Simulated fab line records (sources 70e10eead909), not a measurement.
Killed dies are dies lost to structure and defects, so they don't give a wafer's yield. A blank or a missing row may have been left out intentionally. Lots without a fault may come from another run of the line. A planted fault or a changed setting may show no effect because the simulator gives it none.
Chamber matching || flow nand harc || cmp-02 running NHARC_A_CONTACT_CMP_20: 4 sister chambers
The step polishes, t overpolish 30 s, target thk 300 nm. 8 wafers are shown with their chamber, then 8 later ones without.

WAFERS PAIRED WITH THEIR CHAMBERS
{"wafer": "L074.3", "chamber": 1, "motor current A (A)": 12.1, "time to endpoint s (s)": 63.1}
{"wafer": "L078.2", "chamber": 0, "motor current A (A)": 11.0, "time to endpoint s (s)": 59.4}
{"wafer": "L083.4", "chamber": 0, "motor current A (A)": 11.3, "time to endpoint s (s)": 55.8}
{"wafer": "L083.5", "chamber": 2, "motor current A (A)": 12.2, "time to endpoint s (s)": 57.5}
{"wafer": "L082.1", "chamber": 1, "motor current A (A)": 11.7, "time to endpoint s (s)": 66.0}
{"wafer": "L082.4", "chamber": 3, "motor current A (A)": 11.3, "time to endpoint s (s)": 66.5}
{"wafer": "L082.5", "chamber": 2, "motor current A (A)": 13.1, "time to endpoint s (s)": 62.0}
{"wafer": "L088.1", "chamber": 3, "motor current A (A)": 12.1, "time to endpoint s (s)": 58.9}

WAFERS MISSING THEIR CHAMBER
{"wafer": "L088.3", "motor current A (A)": 12.1, "time to endpoint s (s)": 58.1}
{"wafer": "L088.5", "motor current A (A)": 12.3, "time to endpoint s (s)": 55.4}
{"wafer": "L089.2", "motor current A (A)": 12.1, "time to endpoint s (s)": 57.3}
{"wafer": "L089.5", "motor current A (A)": 12.0, "time to endpoint s (s)": 60.9}
{"wafer": "L089.6", "motor current A (A)": 11.0, "time to endpoint s (s)": 59.7}
{"wafer": "L091.2", "motor current A (A)": 11.2, "time to endpoint s (s)": 57.2}
{"wafer": "L091.5", "motor current A (A)": 11.8, "time to endpoint s (s)": 58.5}
{"wafer": "L091.6", "motor current A (A)": 10.8, "time to endpoint s (s)": 56.1}

WHICH CHAMBER EACH WENT THROUGH
{"wafer": "L088.3", "from the rows above": "can't be placed: 2 or 3 or 1 or 0", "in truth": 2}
{"wafer": "L088.5", "from the rows above": "can't be placed: 2 or 3 or 0 or 1", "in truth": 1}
{"wafer": "L089.2", "from the rows above": "can't be placed: 2 or 3 or 0 or 1", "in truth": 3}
{"wafer": "L089.5", "from the rows above": "can't be placed: 3 or 1 or 2 or 0", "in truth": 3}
{"wafer": "L089.6", "from the rows above": "can't be placed: 0 or 3 or 1", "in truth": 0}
{"wafer": "L091.2", "from the rows above": "can't be placed: 0 or 3", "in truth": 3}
{"wafer": "L091.5", "from the rows above": "can't be placed: 3 or 0 or 1 or 2", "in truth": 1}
{"wafer": "L091.6", "from the rows above": "can't be placed: 0 or 3", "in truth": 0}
0 of 8 placed correctly. From these rows, 8 cannot be placed; in 8 the true chamber is one of the candidates. Wrongly placed: 0.
How it was worked out, from the rows above alone: a wafer's distance from a chamber is the root of the sum, over the readings, of the square of ((its reading less the chamber's mean) divided by the reading's scatter). If the next closest chamber is less than 2 further off than the closest, the wafer can't be placed; otherwise it belongs to the closest. A chamber's mean is the mean of its shown wafers. The scatter: take each reading less its chamber's mean, square it, sum over the shown wafers, divide by the number of wafers less the number of chambers, and take the root.
